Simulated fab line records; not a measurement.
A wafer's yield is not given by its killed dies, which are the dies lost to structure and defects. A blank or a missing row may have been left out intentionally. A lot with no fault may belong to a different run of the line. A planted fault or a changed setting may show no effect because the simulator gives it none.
Which of the tools did it? || flow nand-harc || 21 wafers from 7 lots sampled at 2 of the route's 1302 steps

== WHAT THE GAUGES READ, wafer by wafer ==
NHARC_A_BONDPAD_CD_MEAS_13.
{"lot": "L193", "measured": "day 24 11:04", "on": "cd-sem-02", "cd-nm (nm)": "501.8 495.1 500.3"}
{"lot": "L194", "measured": "day 24 19:45", "on": "cd-sem-01", "cd-nm (nm)": "501.2 499.5 496.1"}
{"lot": "L206", "measured": "day 30 12:45", "on": "cd-sem-03", "cd-nm (nm)": "500.3 496.9 501.3"}
{"lot": "L210", "measured": "day 31 12:08", "on": "cd-sem-03", "cd-nm (nm)": "500.1 501.9 498.0"}
{"lot": "L214", "measured": "day 33 00:57", "on": "cd-sem-02", "cd-nm (nm)": "500.2 500.9 500.2"}

== EACH LOT AND THE TOOL THAT RAN IT (in order: tool; ch and the chambers of the sampled wafers; start) ==
{"lot": "L193", "NHARC_A_CONTACT_DEP_57": "acl-dep-01 ch 0, day 23 02:19"}
{"lot": "L194", "NHARC_A_CONTACT_DEP_57": "acl-dep-01 ch 0, day 23 12:48"}
{"lot": "L202", "NHARC_A_CONTACT_DEP_57": "acl-dep-01 ch 0, day 26 14:13"}
{"lot": "L204", "NHARC_A_CONTACT_DEP_57": "acl-dep-01 ch 0, day 27 07:08"}
{"lot": "L206", "NHARC_A_CONTACT_DEP_57": "acl-dep-02 ch 0, day 29 01:22"}
{"lot": "L210", "NHARC_A_CONTACT_DEP_57": "acl-dep-01 ch 0, day 30 05:54"}
{"lot": "L214", "NHARC_A_CONTACT_DEP_57": "acl-dep-02 ch 0, day 31 12:52"}
- NHARC_A_CONTACT_DEP_57: deposits aC, target thk 5300 nm.

== THE ANSWER, worked out from the rows above alone ==
Rule: the usual values come from the lots themselves. The widest of any qualifying gaps counts: lots, ordered by their means at a reading, are off when they make up no more than a third of the lots, leave a main group of 4 or more, and stand apart from it by 3 or more times the standard deviation of that group's means. If all means in a main group match to the digits the tables above print for the reading, that group is not used. Also off: a lot with no number at a reading for which 4 or more lots have one. The other lots that the step has rows for count as sound.
Across all readings shown, no lot is off: no conclusion can be drawn from this.

== WHAT THE SIMULATOR HAD INSERTED ==
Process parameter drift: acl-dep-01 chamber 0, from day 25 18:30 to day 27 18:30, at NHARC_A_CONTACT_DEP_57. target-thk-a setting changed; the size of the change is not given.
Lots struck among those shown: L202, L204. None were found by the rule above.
